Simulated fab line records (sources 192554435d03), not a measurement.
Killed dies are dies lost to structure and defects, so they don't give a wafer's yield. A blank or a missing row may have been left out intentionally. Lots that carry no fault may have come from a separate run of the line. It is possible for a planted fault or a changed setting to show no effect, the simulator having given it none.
Chamber matching | flow n5Finfet | 4 sister chambers for N5_MOL_CONTACT_COAG_CMP_23 on cmp-04
The step polishes, stops on SiO2, t overpolish 1.5 s, target thk 0 nm. 8 wafers are shown with their chamber, then 9 later ones without.

## WAFERS PAIRED WITH THEIR CHAMBERS
wafer  | chamber | motorCurrentA (A) | timeToEndpointS (s)
L076.5 | 2       | 6.5               | 7.5
L080.4 | 0       | 6.8               | 8.2
L081.1 | 1       | 7.2               | 3.5
L081.3 | 3       | 8.4               | 12.8
L081.5 | 2       | 6.2               | 9.1
L083.2 | 0       | 6.9               | 7.6
L083.3 | 1       | 7.0               | 10.1
L083.5 | 3       | 8.9               | 13.4

## WAFERS MISSING THEIR CHAMBER
wafer  | motorCurrentA (A) | timeToEndpointS (s)
L091.1 | 8.9               | 10.3
L091.3 | 6.7               | 5.2
L091.6 | 6.1               | 7.0
L092.2 | 7.1               | 4.6
L092.4 | 6.6               | 8.6
L092.6 | 6.3               | 8.4
L094.1 | 6.2               | 11.1
L094.2 | 7.2               | 7.0
L094.6 | 7.1               | 6.1

## WHICH CHAMBER EACH WENT THROUGH
wafer  | from the rows above          | in truth
L091.1 | 3                            | 3
L091.3 | can't be placed: 0 or 1 or 2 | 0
L091.6 | 2                            | 2
L092.2 | can't be placed: 1 or 0      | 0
L092.4 | can't be placed: 2 or 0 or 1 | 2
L092.6 | 2                            | 2
L094.1 | can't be placed: 2 or 0      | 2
L094.2 | can't be placed: 1 or 0      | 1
L094.6 | can't be placed: 1 or 0      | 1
Placed correctly: 3 of 9. From these rows, 6 cannot be placed; in 6 the true chamber is one of the candidates. Placed wrongly: 0.
How it was worked out, from the rows above alone: a wafer's distance from a chamber is the root of the sum, over the readings, of the square of ((its reading less the chamber's mean) divided by the reading's scatter). The wafer belongs to the nearest chamber; if the next one is less than 2 further off, it can't be placed. Each chamber's mean is taken over the wafers shown for it. How the scatter is found: for the shown wafers, subtract from each reading the mean of its chamber, square and add these, divide the total by (wafers less chambers), then take the root.
